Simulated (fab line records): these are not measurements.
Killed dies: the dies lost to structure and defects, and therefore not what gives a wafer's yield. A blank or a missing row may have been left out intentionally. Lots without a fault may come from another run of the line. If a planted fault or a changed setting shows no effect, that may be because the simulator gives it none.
fab line records	flow n5-finfet
record lots=6	wafers=18	last-day=19
route steps=1938 shown SD_EPI_N@266 PASSIVATION@1936
lots that met no fault: from a run of the same line without faults
start-h: the number of hours between the record's first day and the start of the first shown wafer of the lot	wait-h: hours from the lot's prior step to this one	" repeats the value in the row above	L1.1+2: one row covering several wafers at once	- value missing, or start not given	* or withheld: withheld	< > ~ a bound
route shown NAME@n: a module of which the file shows steps, and the number in the route of the first	usual: mean and standard deviation over wafers with no fault	same: alike in all rows	chamber/n: place in a boat	sites: the reading at each site	_std_site: the values' standard deviation	_edge_site: the outer-site mean with the inner-site mean subtracted	radius-mm: for every site, how far away it sits from the centre of the wafer	mask NAME#n: copy n	behind: the tool/chamber that last shaped the wafer	hold: cause of the lot's hold/its duration in hours/its outcome	device: which transistor (n, p or np) failed to switch	end of line: tests run on the same wafers once the route is complete	where a step has no rows: the recipe by itself	killed: not the wafer's yield, but the dies lost to structure and defects at the first sort	map: a wafer's dies, marking killed ones x, the rest . and places with no die _
set.NAME: the setting the step ran with; set.NAME@STEP: the setting that earlier step ran with	model.NAME: the simulator's own value behind a step, which no gauge read
lots at selected steps of the route; one table per step, one row per wafer
services: the hour from which a tool's chamber was out of use, counted from the record's first day as start-h (under 0 if before that day), plus the number of hours and why
## steps
# step N5_SD_EPI_N_SOFTBAKE_04
# recipe temp-c=110	time-s=60	resist=CAR-ArF-block
# step N5_SD_EPI_N_EXPOSE_06
# recipe mask-id=SD_N_BLK	na=1.35	source-shape=conventional	sigma-outer=0.8	polarization=unpolarized	target-cd-nm=120	dose-mj=39.75
# step N5_SD_EPI_N_PEB_07
# recipe peb-temp-c=110	peb-time-s=60	resist=CAR-ArF-block
# step N5_SD_EPI_N_DEVELOP_08
# recipe develop-time-s=30	developer=TMAH	resist=CAR-ArF-block	dev-temp-c=23	rinse-liquid=diw	dry=air-spin
# step N5_SD_EPI_N_CD_MEAS_09
# recipe target-cd-nm=120	landing-energy-ev=500	detector=se-inlens
# usual cd-nm=120.5/0.69
lot.wafer	tool	chamber	start-h	wait-h	cd-nm
L912.1	cd-sem-01	0	55.28	-	121.8
L912.4	"	0	"	"	122.6
L912.6	"	0	"	"	121.4
L919.1	cd-sem-03	0	99.37	-	120.9
L919.2	"	0	"	"	121.1
L919.3	"	0	"	"	120.5
L922.1	cd-sem-03	0	116.75	-	120.9
L922.4	"	0	"	"	119.9
L922.5	"	0	"	"	120.4
L923.1	cd-sem-01	0	121.17	-	119.4
L923.5	"	0	"	"	119.4
L923.6	"	0	"	"	120.7
L933.1	cd-sem-03	0	186.18	-	120.3
L933.2	"	0	"	"	120.5
L933.4	"	0	"	"	120.3
L934.2	cd-sem-02	0	189.09	-	119.9
L934.3	"	0	"	"	119.8
L934.4	"	0	"	"	119.7
# step N5_SD_EPI_N_OVL_MEAS_10
# recipe points-per-wafer=44
# usual SD_N_BLK_OVL=0.0/0.87
lot.wafer	tool	chamber	start-h	wait-h	SD_N_BLK_OVL[nm]
L912.1	overlay-01	0	55.31	0.0	0.6
L912.4	"	0	"	"	-0.2
L912.6	"	0	"	"	-0.7
L919.1	overlay-02	0	99.40	0.0	-0.4
L919.2	"	0	"	"	-0.4
L919.3	"	0	"	"	-1.6
L922.1	overlay-02	0	116.78	0.0	0.6
L922.4	"	0	"	"	1.4
L922.5	"	0	"	"	1.0
L923.1	overlay-01	0	121.20	0.0	0.0
L923.5	"	0	"	"	-0.3
L923.6	"	0	"	"	1.1
L933.1	overlay-01	0	186.21	0.0	0.1
L933.2	"	0	"	"	0.3
L933.4	"	0	"	"	0.5
L934.2	overlay-01	0	189.12	0.0	0.4
L934.3	"	0	"	"	-1.0
L934.4	"	0	"	"	-0.2
# step N5_SD_EPI_N_INSPECT_11
# recipe mode=adi	inspect-instrument=macro
# usual raw-defect-count=2.3/1.6
lot.wafer	tool	chamber	start-h	wait-h	raw-defect-count
L912.1	defect-inspect-02	-	55.34	0.0	1
L912.4	"	-	"	"	0
L912.6	"	-	"	"	1
L919.1	defect-inspect-01	-	99.42	0.0	5
L919.2	"	-	"	"	3
L919.3	"	-	"	"	2
L922.1	defect-inspect-01	-	116.81	0.0	4
L922.4	"	-	"	"	4
L922.5	"	-	"	"	1
L923.1	defect-inspect-01	-	121.23	0.0	2
L923.5	"	-	"	"	1
L923.6	"	-	"	"	2
L933.1	defect-inspect-01	-	186.23	0.0	2
L933.2	"	-	"	"	3
L933.4	"	-	"	"	4
L934.2	defect-inspect-02	-	189.14	0.0	1
L934.3	"	-	"	"	3
L934.4	"	-	"	"	2
# step N5_SD_EPI_N_DESCUM_14
# recipe chemistry=O2	time-s=7.9	source-power-w=50	bias-power-w=20	pressure-mtorr=20	rf-frequency-hz=2.712e+07	temp-c=40	resist=CAR-ArF-block	o2-flow-sccm=225
# usual drypump-motor-current-A=5.73/0.27	oes-product-au=0.80/0.1	rf-vpp-V=243.6/1.3	showerhead-plenum-p-Torr=2.12/0.07	throttle-valve-pct=20.36/0.26
lot.wafer	tool	chamber	start-h	wait-h	drypump-motor-current-A	oes-product-au	rf-hours-counter-h	rf-vpp-V	showerhead-plenum-p-Torr	throttle-valve-pct
L912.1	rie-diel-05	0	55.37	0.0	5.56	0.84	67	242.3	2.14	20.17
L912.4	"	3	"	"	5.92	0.71	-	244.1	2.07	20.56
L912.6	"	2	"	"	6.13	0.93	-	243.8	2.12	20.40
L919.1	rie-diel-06	1	99.45	0.0	5.58	0.87	49	244.6	2.05	20.17
L919.2	"	2	"	"	5.75	0.94	10	245.4	2.23	19.95
L919.3	"	3	"	"	5.27	0.70	225	244.5	2.14	20.11
L922.1	rie-diel-05	0	117.01	0.2	5.57	0.80	89	243.4	2.13	20.21
L922.4	"	0	"	"	5.57	0.81	-	243.4	2.13	20.20
L922.5	"	3	"	"	5.90	0.69	-	242.4	2.06	20.60
L923.1	rie-diel-05	2	121.79	0.6	6.14	0.87	49	244.1	2.11	20.43
L923.5	"	0	"	"	5.56	0.80	-	242.4	2.13	20.21
L923.6	"	2	"	"	6.14	0.86	-	244.1	2.11	20.45
L933.1	rie-diel-04	2	186.27	0.0	5.44	0.69	222	242.0	1.98	20.91
L933.2	"	1	"	"	6.04	0.97	11	243.9	2.13	20.22
L933.4	"	0	"	"	5.43	0.68	233	243.3	2.07	20.40
L934.2	rie-diel-04	1	189.35	0.2	6.03	0.95	12	243.7	2.13	20.21
L934.3	"	0	"	"	5.42	0.66	234	243.1	2.07	20.38
L934.4	"	2	"	"	5.45	0.68	223	242.3	1.98	20.91
# step N5_SD_EPI_N_ETCH_34
# recipe chemistry=CF4	target=SiARC	target-depth-a=455	mask-material=CAR-ArF-block	time-s=75.8	ion-energy-ev=80	pressure-mtorr=40	source-w=545	bias-w=36	Ar_flow_sccm=100	cf4-flow-sccm=100	ends=cleared
# usual drypump-motor-current-A=5.74/0.27	etch-rf-on-time-s=75.9/1.5	mfc-ar-sccm=100.01/0.29	oes-product-au=0.68/0.088	rf-vpp-V=184.2/1.1	showerhead-plenum-p-Torr=2.17/0.068	throttle-valve-pct=15.57/0.26
lot.wafer	tool	chamber	start-h	wait-h	drypump-motor-current-A	etch-rf-on-time-s	mfc-ar-sccm	oes-product-au	rf-hours-counter-h	rf-vpp-V	showerhead-plenum-p-Torr	throttle-valve-pct
L912.1	rie-diel-05	0	55.41	0.0	5.55	75.2	99.98	0.71	67	184.7	2.17	15.23
L912.4	"	3	"	"	5.89	76.0	100.27	0.61	-	183.6	2.14	15.87
L912.6	"	2	"	"	6.14	75.8	99.79	0.78	-	183.3	2.17	15.57
L919.1	rie-diel-06	1	99.49	0.0	5.62	72.7	100.30	0.76	49	182.4	2.11	15.33
L919.2	"	2	"	"	5.75	74.8	99.34	0.80	10	185.6	2.29	15.18
L919.3	"	3	"	"	5.28	72.6	100.06	0.62	225	184.3	2.21	15.50
L922.1	rie-diel-05	0	117.05	0.0	5.60	76.1	99.62	0.68	89	185.1	2.16	15.27
L922.4	"	0	"	"	5.58	75.9	99.93	0.68	-	183.6	2.16	15.25
L922.5	"	3	"	"	5.95	77.3	100.04	0.59	-	184.8	2.13	15.91
L923.1	rie-diel-05	2	121.82	0.0	6.13	76.3	100.11	0.74	49	185.0	2.16	15.63
L923.5	"	0	"	"	5.57	75.0	100.18	0.69	-	183.1	2.16	15.28
L923.6	"	2	"	"	6.15	75.5	99.44	0.74	-	183.8	2.16	15.63
L933.1	rie-diel-04	2	186.30	0.0	5.45	76.1	99.91	0.58	222	181.3	2.03	16.05
L933.2	"	1	"	"	6.06	73.5	100.13	0.82	11	185.9	2.17	15.39
L933.4	"	0	"	"	5.45	78.8	100.38	0.57	233	183.4	2.13	15.65
L934.2	rie-diel-04	1	189.38	0.0	6.06	75.0	100.28	0.81	12	184.4	2.17	15.38
L934.3	"	0	"	"	5.44	80.0	100.15	0.57	234	184.9	2.13	15.64
L934.4	"	2	"	"	5.45	76.9	100.35	0.59	224	183.2	2.03	16.04
# step N5_SD_EPI_N_ETCH_35
# recipe chemistry=N2/H2	target=SOC	overetch-a=1080	mask-material=SiARC	temp-c=40	ion-energy-ev=100	source-w=3000	bias-w=133	pressure-mtorr=20	time-s=486	n2-flow-sccm=200	h2-flow-sccm=200
# usual drypump-motor-current-A=5.74/0.27	oes-product-au=0.72/0.087	rf-vpp-V=241.1/1.4	showerhead-plenum-p-Torr=2.57/0.086	throttle-valve-pct=23.8/0.36
lot.wafer	tool	chamber	start-h	wait-h	drypump-motor-current-A	oes-product-au	rf-hours-counter-h	rf-vpp-V	showerhead-plenum-p-Torr	throttle-valve-pct
L912.1	rie-diel-05	0	55.46	0.0	5.57	0.75	68	242.5	2.57	23.4
L912.4	"	3	"	"	5.89	0.64	-	239.7	2.52	24.3
L912.6	"	2	"	"	6.19	0.81	-	242.1	2.60	23.9
L919.1	rie-diel-06	1	99.55	0.0	5.63	0.79	49	239.1	2.48	23.9
L919.2	"	2	"	"	5.78	0.83	10	242.7	2.70	23.2
L919.3	"	3	"	"	5.27	0.64	225	241.7	2.61	23.7
L922.1	rie-diel-05	0	117.11	0.0	5.56	0.71	89	242.6	2.56	23.4
L922.4	"	0	"	"	5.56	0.72	-	241.5	2.56	23.4
L922.5	"	3	"	"	5.91	0.63	-	240.2	2.51	24.3
L923.1	rie-diel-05	2	121.88	0.0	6.15	0.77	49	240.2	2.58	24.0
L923.5	"	0	"	"	5.55	0.71	-	240.7	2.56	23.4
L923.6	"	2	"	"	6.13	0.78	-	242.3	2.58	23.9
L933.1	rie-diel-04	2	186.36	0.0	5.47	0.61	223	239.3	2.41	24.5
L933.2	"	1	"	"	6.08	0.84	11	240.9	2.59	23.6
L933.4	"	0	"	"	5.37	0.61	233	240.3	2.50	24.0
L934.2	rie-diel-04	1	189.44	0.0	6.03	0.84	12	241.6	2.59	23.6
L934.3	"	0	"	"	5.46	0.62	234	239.5	2.50	24.0
L934.4	"	2	"	"	5.46	0.61	224	238.7	2.41	24.4
# step N5_SD_EPI_N_STRIP_36
# recipe chemistry=N2/H2	temp-c=40	n2-flow-sccm=200	h2-flow-sccm=200	rf-frequency-hz=6e+07
# step N5_SD_EPI_N_ETCHBACK_44
# recipe chemistry=CH3F/O2	mode=anisotropic-etchback	target=SiNx	target-depth-a=145	stop-on=SiO2	over-etch-frac=0.3	ion-energy-ev=120	pressure-mtorr=30	source-w=395	bias-w=73	Ar_flow_sccm=150	CH3F_flow_sccm=30	O2_flow_sccm=20
# usual CH3F_flow_sccm=29.99/0.09	O2_flow_sccm=19.99/0.056	drypump-motor-current-A=5.73/0.27	mfc-ar-sccm=150.0/0.43	oes_f_703_au=0.80/0.094	oes-product-au=0.69/0.083	rf-vpp-V=298/5.8	showerhead-plenum-p-Torr=2.03/0.067	throttle-valve-pct=16.31/0.27
lot.wafer	tool	chamber	start-h	wait-h	CH3F_flow_sccm	O2_flow_sccm	drypump-motor-current-A	mfc-ar-sccm	oes_f_703_au	oes-product-au	rf-hours-counter-h	rf-vpp-V	showerhead-plenum-p-Torr	throttle-valve-pct
L912.1	rie-diel-05	0	55.79	0.0	29.99	20.09	5.57	149.5	0.83	0.71	68	297	2.02	15.94
L912.4	"	3	"	"	30.09	19.96	5.91	150.0	0.71	0.62	-	290	2.00	16.61
L912.6	"	2	"	"	29.86	19.96	6.16	150.3	0.89	0.78	-	295	2.04	16.37
L919.1	rie-diel-06	1	99.87	0.0	29.93	19.99	5.61	150.1	0.88	0.75	49	304	1.96	16.08
L919.2	"	2	"	"	30.04	19.92	5.77	150.3	0.93	0.80	10	308	2.15	15.97
L919.3	"	3	"	"	29.97	20.07	5.26	149.5	0.73	0.61	225	294	2.07	16.28
L922.1	rie-diel-05	0	117.43	0.0	29.98	20.00	5.57	149.8	0.80	0.69	90	299	2.02	16.00
L922.4	"	0	"	"	30.06	20.05	5.58	149.2	0.80	0.69	-	299	2.02	16.00
L922.5	"	3	"	"	29.88	19.89	5.92	150.0	0.69	0.60	-	288	1.99	16.64
L923.1	rie-diel-05	2	122.20	0.0	29.91	19.99	6.12	149.6	0.85	0.74	49	293	2.03	16.42
L923.5	"	0	"	"	30.07	19.98	5.55	150.1	0.80	0.69	-	298	2.02	16.01
L923.6	"	2	"	"	29.89	20.07	6.14	149.4	0.85	0.74	-	293	2.03	16.41
L933.1	rie-diel-04	2	186.68	0.0	29.84	19.99	5.46	149.6	0.69	0.59	223	295	1.90	16.83
L933.2	"	1	"	"	30.04	20.06	6.03	150.7	0.94	0.80	11	297	2.04	16.15
L933.4	"	0	"	"	29.96	20.05	5.41	149.9	0.67	0.59	234	303	1.98	16.38
L934.2	rie-diel-04	1	189.76	0.0	29.86	19.92	6.06	150.0	0.94	0.79	12	296	2.04	16.15
L934.3	"	0	"	"	30.04	20.03	5.43	150.2	0.67	0.59	235	302	1.98	16.39
L934.4	"	2	"	"	29.85	20.05	5.43	150.3	0.70	0.58	224	294	1.89	16.83
# step N5_SD_EPI_N_ETCH_45
# recipe chemistry=CH3F/O2	target=SiOCN	target-depth-a=60	mask-material=SOC	ion-energy-ev=60	bias-w=29	pressure-mtorr=15	source-w=410	Ar_flow_sccm=150	CH3F_flow_sccm=30	O2_flow_sccm=20
# usual CH3F_flow_sccm=30.00/0.089	O2_flow_sccm=20.00/0.059	drypump-motor-current-A=5.73/0.27	mfc-ar-sccm=149.9/0.47	oes-product-au=0.80/0.1	rf-vpp-V=127.7/0.98	showerhead-plenum-p-Torr=2.02/0.067	throttle-valve-pct=23.31/0.29
lot.wafer	tool	chamber	start-h	wait-h	CH3F_flow_sccm	O2_flow_sccm	drypump-motor-current-A	mfc-ar-sccm	oes-product-au	rf-hours-counter-h	rf-vpp-V	showerhead-plenum-p-Torr	throttle-valve-pct	model.etch.depth-nm
L912.1	rie-diel-05	0	55.89	0.1	29.96	19.87	5.57	149.6	0.83	68	128.3	2.02	22.91	5.986
L912.4	"	3	"	"	30.04	19.99	5.88	149.9	0.71	-	127.7	1.99	23.62	5.93
L912.6	"	2	"	"	30.03	20.08	6.13	150.0	0.92	-	125.9	2.03	23.41	6.059
L919.1	rie-diel-06	1	99.97	0.1	30.20	19.84	5.63	149.5	0.89	49	127.0	1.96	23.14	6.1
L919.2	"	2	"	"	29.98	20.06	5.76	149.7	0.95	11	127.6	2.14	23.04	6.17
L919.3	"	3	"	"	29.99	19.98	5.27	150.6	0.71	225	127.5	2.06	23.17	6.087
L922.1	rie-diel-05	0	117.53	0.1	29.87	20.01	5.58	149.7	0.80	90	127.6	2.01	22.94	5.936
L922.4	"	0	"	"	30.08	20.01	5.58	149.4	0.80	-	126.5	2.01	22.93	2.325
L922.5	"	3	"	"	29.97	20.04	5.84	150.5	0.68	-	128.8	1.98	23.63	5.788
L923.1	rie-diel-05	2	122.30	0.1	29.92	19.98	6.14	149.7	0.86	49	129.0	2.02	23.44	5.937
L923.5	"	0	"	"	29.97	20.11	5.58	150.3	0.79	-	126.4	2.01	22.94	5.899
L923.6	"	2	"	"	29.99	19.96	6.14	150.0	0.86	-	128.9	2.02	23.44	2.328
L933.1	rie-diel-04	2	186.78	0.1	30.02	19.95	5.46	149.6	0.69	223	126.8	1.89	23.87	5.901
L933.2	"	1	"	"	30.08	19.94	6.05	150.3	0.95	11	128.0	2.03	23.11	6.144
L933.4	"	0	"	"	30.03	19.91	5.45	150.6	0.67	234	127.5	1.98	23.34	5.768
L934.2	rie-diel-04	1	189.86	0.1	29.92	20.07	6.04	150.3	0.94	12	128.3	2.03	23.11	6.071
L934.3	"	0	"	"	30.02	20.02	5.43	149.6	0.67	235	127.6	1.97	23.35	5.759
L934.4	"	2	"	"	30.14	20.04	5.46	149.5	0.68	224	127.7	1.89	23.87	5.934
# step N5_SD_EPI_N_ETCH_16
# recipe chemistry=CHF3/O2	target=SiO2	target-depth-a=50	mask-material=SOC	pressure-mtorr=30	source-w=650	bias-w=170	Ar_flow_sccm=200	CHF3_flow_sccm=50	O2_flow_sccm=5	ion-energy-ev=200
# usual CHF3_flow_sccm=49.98/0.14	O2_flow_sccm=5.000/0.015	drypump-motor-current-A=5.73/0.27	mfc-ar-sccm=200.1/0.6	oes_f_703_au=0.80/0.095	oes-product-au=0.80/0.1	rf-vpp-V=525/10	showerhead-plenum-p-Torr=2.44/0.077	throttle-valve-pct=18.87/0.27
lot.wafer	tool	chamber	start-h	wait-h	CHF3_flow_sccm	O2_flow_sccm	drypump-motor-current-A	mfc-ar-sccm	oes_f_703_au	oes-product-au	rf-hours-counter-h	rf-vpp-V	showerhead-plenum-p-Torr	throttle-valve-pct
L912.1	rie-diel-05	0	55.99	0.1	49.88	4.993	5.57	200.1	0.84	0.82	68	523	2.43	18.48
L912.4	"	3	"	"	49.87	4.986	5.82	200.7	0.71	0.71	-	511	2.41	19.14
L912.6	"	2	"	"	50.04	5.008	6.16	199.3	0.89	0.91	-	517	2.45	18.98
L919.1	rie-diel-06	1	100.07	0.1	49.78	5.028	5.63	200.1	0.88	0.89	49	534	2.37	18.67
L919.2	"	2	"	"	50.12	4.996	5.73	200.3	0.93	0.94	11	543	2.58	18.51
L919.3	"	3	"	"	50.23	5.005	5.28	200.1	0.72	0.71	225	514	2.49	18.75
L922.1	rie-diel-05	0	117.63	0.1	50.11	4.987	5.59	199.1	0.81	0.81	90	523	2.43	18.53
L922.4	"	0	"	"	49.92	4.978	5.57	200.1	0.81	0.81	-	525	2.43	18.54
L922.5	"	3	"	"	49.93	5.005	5.90	199.9	0.70	0.69	-	512	2.40	19.19
L923.1	rie-diel-05	2	122.40	0.1	50.05	4.988	6.12	200.3	0.84	0.87	49	518	2.44	19.02
L923.5	"	0	"	"	49.97	4.992	5.57	199.7	0.81	0.80	-	523	2.43	18.53
L923.6	"	2	"	"	49.96	5.041	6.17	200.4	0.84	0.87	-	519	2.44	19.02
L933.1	rie-diel-04	2	186.88	0.1	49.94	5.019	5.45	200.3	0.69	0.69	223	518	2.29	19.41
L933.2	"	1	"	"	50.23	5.019	6.07	199.7	0.94	0.95	11	523	2.45	18.72
L933.4	"	0	"	"	50.04	4.975	5.48	200.6	0.67	0.68	234	531	2.39	18.89
L934.2	rie-diel-04	1	189.96	0.1	50.03	5.008	6.04	200.0	0.95	0.95	12	523	2.45	18.72
L934.3	"	0	"	"	49.84	5.012	5.41	199.6	0.68	0.67	235	532	2.39	18.88
L934.4	"	2	"	"	49.55	5.019	5.46	200.1	0.69	0.69	224	519	2.29	19.42
# step N5_PASSIVATION_PROBE_49
# usual killed_at_M0_to_M3=36/11	killed_at_M4_up=14/5.2	killed-at-contacts=12/6.1	killed-at-front-end=40/12	killed-at-other=3.2/2.5	killed-dies=105/16	killed-open=68/12	killed-short=35/8.7
# same gross-dies=1180	killed-at-back-side=0
lot.wafer	tool	chamber	start-h	wait-h	killed_at_M0_to_M3	killed_at_M4_up	killed-at-contacts	killed-at-front-end	killed-at-other	killed-dies	killed-open	killed-short
L923.1	prober-02	-	370.06	0.0	50	17	20	33	2	122	85	36
L923.5	prober-02	-	370.26	0.2	37	11	5	35	2	90	64	26
L923.6	prober-02	-	370.31	0.3	42	13	11	18	1	85	64	16
# killed by level:class
L923.1 BEOL_M0_SAQP:geometric-particle:short=15 MOL_CONTACT_COAG:geometric-particle:open=14 BEOL_M0_SAQP:geometric-particle:open=13 STI_FIN_REVEAL:geometric-particle:open=9 BEOL_M4:geometric-particle:open=7 FIN_SAQP:geometric-particle:open=6 MOL_CONTACT_COAG:geometric-particle:short=6 BEOL_M2:geometric-particle:open=6
L923.5 BEOL_M0_SAQP:geometric-particle:short=10 BEOL_M2:geometric-particle:open=10 BEOL_M3:geometric-particle:open=9 FIN_SAQP:geometric-particle:open=8 BEOL_M4:geometric-particle:open=7 STARTING-WAFER:geometric-particle:open=7 FIN_SAQP:geometric-particle:short=5 MOL_CONTACT_COAG:geometric-particle:open=5
L923.6 BEOL_M0_SAQP:geometric-particle:open=14 MOL_CONTACT_COAG:geometric-particle:open=11 BEOL_M2:geometric-particle:open=8 BEOL_M3:geometric-particle:open=7 BEOL_M0_SAQP:geometric-particle:short=5 FIN_SAQP:geometric-particle:open=4 STI_FIN_REVEAL:geometric-particle:open=4 BEOL_M4:geometric-particle:open=4
## services
tool	chamber	start-h	hours	kind
rie-diel-05	2	33.92	5.1	repair
rie-diel-05	3	34.05	15.0	repair
rie-diel-04	3	38.73	-	clean
rie-diel-04	3	38.73	-	consumable-replace:focus-ring
rie-diel-04	3	38.73	-	consumable-replace:showerhead
rie-diel-04	3	38.73	18.4	scheduled-down
rie-diel-04	3	38.73	18.4	vent-cycle
rie-diel-04	1	43.45	2.5	repair
rie-diel-04	-	48.49	0.8	repair
rie-diel-05	1	51.58	5.4	repair
rie-diel-05	3	87.35	1.4	repair
rie-diel-05	1	117.01	-	clean
rie-diel-05	1	117.01	-	consumable-replace:focus-ring
rie-diel-05	1	117.01	21.5	scheduled-down
rie-diel-05	1	117.01	21.5	vent-cycle
rie-diel-04	0	120.85	5.2	repair
rie-diel-04	1	135.28	-	clean
rie-diel-04	1	135.28	-	consumable-replace:focus-ring
rie-diel-04	1	135.28	16.8	scheduled-down
rie-diel-04	1	135.28	16.8	vent-cycle
rie-diel-05	3	184.85	-	clean
rie-diel-05	3	184.85	-	consumable-replace:focus-ring
rie-diel-05	3	184.85	29.9	scheduled-down
rie-diel-05	3	184.85	29.9	vent-cycle
## key
first-sign none at tools or gauges
model-effect step=N5_SD_EPI_N_ETCH_45	value=etch.depth-nm	without=5.961	struck=2.326
met-at N5_SD_EPI_N_ETCH_45
struck-wafers L922.4,L923.6
tester-left-out L922,L923
onset-between 55.89 117.53
fault kind=process-parameter-drift	tool=rie-diel-05	chamber=-	onset-h=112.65	steps=N5_SD_EPI_N_ETCH_45	channel=target-depth-a	offset=-36.581	shape=step	end-h=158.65	scope=struck-wafers-only	acts-in=these-recipes-only	stated=60
# tester-left-out: of these lots the tester's yield and bins aren't shown, on N5 and GAA mostly nor the transistor test; their killed dies are dies lost to structure and defects alone, not to doping, threshold or leakage, so they don't give the yield
